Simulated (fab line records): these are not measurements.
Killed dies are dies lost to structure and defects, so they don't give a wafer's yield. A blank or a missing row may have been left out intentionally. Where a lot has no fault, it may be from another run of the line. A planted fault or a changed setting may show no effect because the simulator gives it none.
Which tool is to blame?	flow nand harc	36 wafers from 12 lots sampled at 5 of the route's 1302 steps

== WHAT THE GAUGES SHOWED, per wafer ==
NHARC_END_SORT_01. Usual: killed at array 51, standard deviation 17; killed at other 1.0, standard deviation 1.2; killed at periphery 3.4, standard deviation 2.5; killed dies 56, standard deviation 17; killed open 3.3, standard deviation 2.1; killed short 2.6, standard deviation 1.6.
lot	measured	on	killed at array	killed at other	killed at periphery	killed dies	killed open	killed short	flag
L823	day 30 14:46	prober-02	49 72 53	0 0 1	3 5 1	52 77 55	2 2 3	3 1 3	

== EACH LOT AND THE TOOL THAT RAN IT (in order: tool; ch and the chambers of the sampled wafers; start) ==
lot	NHARC_A_STAIRCASE_DEP_322	NHARC_A_STAIRCASE_STRIP_475	NHARC_A_STAIRCASE_CMP_472	NHARC_A_SGD_CUT_DEP_00
L810	pecvd-01 ch 0,2, day 18 11:35	rie diel-05 ch 1,3, day 19 13:46 or earlier	cmp-02 ch 1,2,3, day 19 13:46	pecvd-03 ch 0,2, day 19 14:07
L812	pecvd-01 ch 0,2, day 19 08:58	rie diel-03 ch 0,2, day 20 12:19 or earlier	cmp-02 ch 1,2, day 20 12:19	pecvd-02 ch 1,2, day 20 12:44
L815	pecvd-01 ch 0,1, day 20 12:38	rie diel-05 ch 0,2, day 21 13:12 or earlier	cmp-01 ch 0,2,3, day 21 13:12	pecvd-03 ch 1,2, day 21 13:35
L817	pecvd-02 ch 0,1, day 21 05:05	rie diel-03 ch 0,1,3, day 22 04:22 or earlier	cmp-03 ch 0,1,3, day 22 04:22	pecvd-02 ch 0,1,2, day 22 04:47
L816	pecvd-04 ch 1,2, day 21 05:07	rie diel-02 ch 0,1, day 22 04:17 or earlier	cmp-02 ch 1,3, day 22 04:17	pecvd-03 ch 0,1,2, day 22 04:44
L822	pecvd-01 ch 1,2, day 23 11:59	rie diel-02 ch 1,2, day 24 14:16 or earlier	cmp-02 ch 0,2,3, day 24 14:16	pecvd-03 ch 0,2, day 24 14:41
L823	pecvd-02 ch 0,2, day 23 18:47	rie diel-02 ch 0,1,3, day 24 18:56 or earlier	cmp-03 ch 0,1,2, day 24 18:56	pecvd-03 ch 0,1, day 24 19:20
L826	pecvd-01 ch 0,1,2, day 25 04:20	rie diel-05 ch 0,1,3, day 26 09:22 or earlier	cmp-03 ch 1,2,3, day 26 09:22	pecvd-02 ch 0,1, day 26 09:47
L827	pecvd-04 ch 0,1, day 25 04:31	rie diel-05 ch 1,3, day 26 09:40 or earlier	cmp-02 ch 0,2, day 26 09:40	pecvd-01 ch 0,2, day 26 10:07
L828	pecvd-01 ch 0,2, day 26 05:11	rie diel-02 ch 0,1,2, day 27 05:32 or earlier	cmp-03 ch 0,1,2, day 27 05:32	pecvd-01 ch 0,1,2, day 27 05:58
L829	pecvd-02 ch 0,1,2, day 26 12:17	rie diel-05 ch 1,2, day 27 15:55 or earlier	cmp-02 ch 0,1,2, day 27 15:55	pecvd-02 ch 0,1,2, day 27 16:22
L831	pecvd-02 ch 0,2, day 27 02:00	rie diel-05 ch 1,2,3, day 27 23:55 or earlier	cmp-02 ch 2,3, day 27 23:55	pecvd-02 ch 0,1,2, day 28 00:20
- NHARC_A_STAIRCASE_DEP_322: deposits SiO2, target thk 7200 nm.
- NHARC_A_STAIRCASE_STRIP_475: strips in O2, time 20 s.
- NHARC_A_STAIRCASE_CMP_472: polishes SiO2.
- NHARC_A_SGD_CUT_DEP_00: deposits SiNx, target thk 50 nm.

== AS READ BY THE TOOLS THEMSELVES (means over the sampled wafers that have a number; for cases with no such wafer, the mark the record gives instead) ==
NHARC_A_STAIRCASE_DEP_322. Usual: heater power w 625 W, standard deviation 90; rf fwd power W 499.6 W, standard deviation 1.6.
lot	tool	heater power w (W)	rf fwd power W (W)	flag
L810	pecvd-01	670	499.7	
L812	pecvd-01	693	500.9	
L815	pecvd-01	665	499.3	
L817	pecvd-02	611	500.5	
L816	pecvd-04	542	499.6	
L822	pecvd-01	550	500.4	
L823	pecvd-02	616	497.9	
L826	pecvd-01	630	499.9	
L827	pecvd-04	622	501.0	
L828	pecvd-01	659	499.3	
L829	pecvd-02	616	502.0	
L831	pecvd-02	602	498.8	

NHARC_A_STAIRCASE_STRIP_475. Usual: drypump motor current A 6.0 A, standard deviation 0.45; mfc ar sccm 0.005 sccm, standard deviation 0.0056; oes product au 0.997 a.u., standard deviation 0.01; rf vpp V 57.8 V, standard deviation 0.89; showerhead plenum p Torr 3.50 Torr, standard deviation 0.14; throttle valve pct 17.036 %, standard deviation 0.0092.
lot	tool	drypump motor current A (A)	mfc ar sccm (sccm)	oes product au (a.u.)	rf vpp V (V)	showerhead plenum p Torr (Torr)	throttle valve pct (%)	flag
L810	rie diel-05	5.9	0.010	0.985	57.6	3.62	17.036	
L812	rie diel-03	6.3	0.000	0.995	57.5	3.38	17.034	
L815	rie diel-05	6.1	0.004	1.004	57.5	3.37	17.038	
L817	rie diel-03	5.9	0.004	0.996	58.2	3.56	17.031	
L816	rie diel-02	5.9	0.004	0.998	57.4	3.45	17.033	
L822	rie diel-02	6.0	0.006	0.999	57.6	3.35	17.032	
L823	rie diel-02	5.9	0.005	1.004	58.3	3.48	17.034	
L826	rie diel-05	6.0	0.005	1.002	58.8	3.65	17.033	
L827	rie diel-05	5.9	0.010	0.995	58.8	3.59	17.044	
L828	rie diel-02	5.9	0.004	0.997	56.6	3.41	17.032	
L829	rie diel-05	5.9	0.009	0.999	57.6	3.47	17.033	
L831	rie diel-05	5.7	0.007	1.008	57.9	3.51	17.043	

NHARC_A_STAIRCASE_CMP_472. Usual: motor current A 13.1 A, standard deviation 1.3; retaining ring pressure frac 1.000, standard deviation 0.0052; slurry flow ml min 150.0, standard deviation 0.47.
lot	tool	motor current A (A)	retaining ring pressure frac	slurry flow ml min	flag
L810	cmp-02	13.2	0.995	150.1	
L812	cmp-02	13.0	1.000	149.8	
L815	cmp-01	13.3	1.003	150.1	
L817	cmp-03	12.7	1.002	150.4	
L816	cmp-02	12.4	1.003	149.9	
L822	cmp-02	13.8	1.002	149.9	
L823	cmp-03	12.0	0.995	149.9	
L826	cmp-03	13.2	0.998	150.3	
L827	cmp-02	13.9	1.000	149.8	
L828	cmp-03	11.8	1.004	150.3	
L829	cmp-02	13.9	0.999	150.2	
L831	cmp-02	12.5	1.000	149.9	

NHARC_A_SGD_CUT_DEP_00. Usual: heater power w 676 W, standard deviation 87; rf fwd power W 448.3 W, standard deviation 1.4.
lot	tool	heater power w (W)	rf fwd power W (W)	flag
L810	pecvd-03	658	448.0	
L812	pecvd-02	666	448.1	
L815	pecvd-03	669	449.0	
L817	pecvd-02	654	447.9	
L816	pecvd-03	690	449.2	
L822	pecvd-03	754	400.7	OFF
L823	pecvd-03	651	425.3	OFF
L826	pecvd-02	678	448.6	
L827	pecvd-01	778	448.6	
L828	pecvd-01	691	447.8	
L829	pecvd-02	623	446.7	
L831	pecvd-02	621	447.0	

== THE ANSWER, worked out from the rows above alone ==
Rule: a lot counts as off when the mean over its wafers that have a number is more than 3 standard deviations away from the usual mean. A lot without any number at a reading at which 4 lots or more have one is off too. The other lots that the step has rows for count as sound. The gauges are gone through in route order, then the tools' own readings, and for those a lot's mean is taken as printed above. At the first step where some lot is off, the reading lying furthest off is the one used; lots without a number count as furthest.
Off at NHARC_A_SGD_CUT_DEP_00 (rf fwd power W): L822, L823.
If a tool, at that step or one of the process steps before it, ran each lot that is off and ran no sound lot following the first of them, it fits. Because NHARC_A_STAIRCASE_STRIP_475 lacks a start for some lots, the hours and order of its lots are taken from NHARC_A_STAIRCASE_CMP_472. One fits: NHARC_A_SGD_CUT_DEP_00 on pecvd-03. Its last sound lot is L816 (day 22 04:44), its first lot that is off L822 (day 24 14:41): a fault that began between those two fits.
The tool's own readings at NHARC_A_SGD_CUT_DEP_00 bear it out: on the lots that are off they differ by more than 5 times the standard deviation of the sound lots' means. rf fwd power W reads 413.0 W there against 448.1 W on the sound lots.

== WHAT WAS PUT IN BY THE SIMULATOR ==
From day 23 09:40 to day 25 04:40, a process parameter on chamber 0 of pecvd-03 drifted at NHARC_A_SGD_CUT_DEP_00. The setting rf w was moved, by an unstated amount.
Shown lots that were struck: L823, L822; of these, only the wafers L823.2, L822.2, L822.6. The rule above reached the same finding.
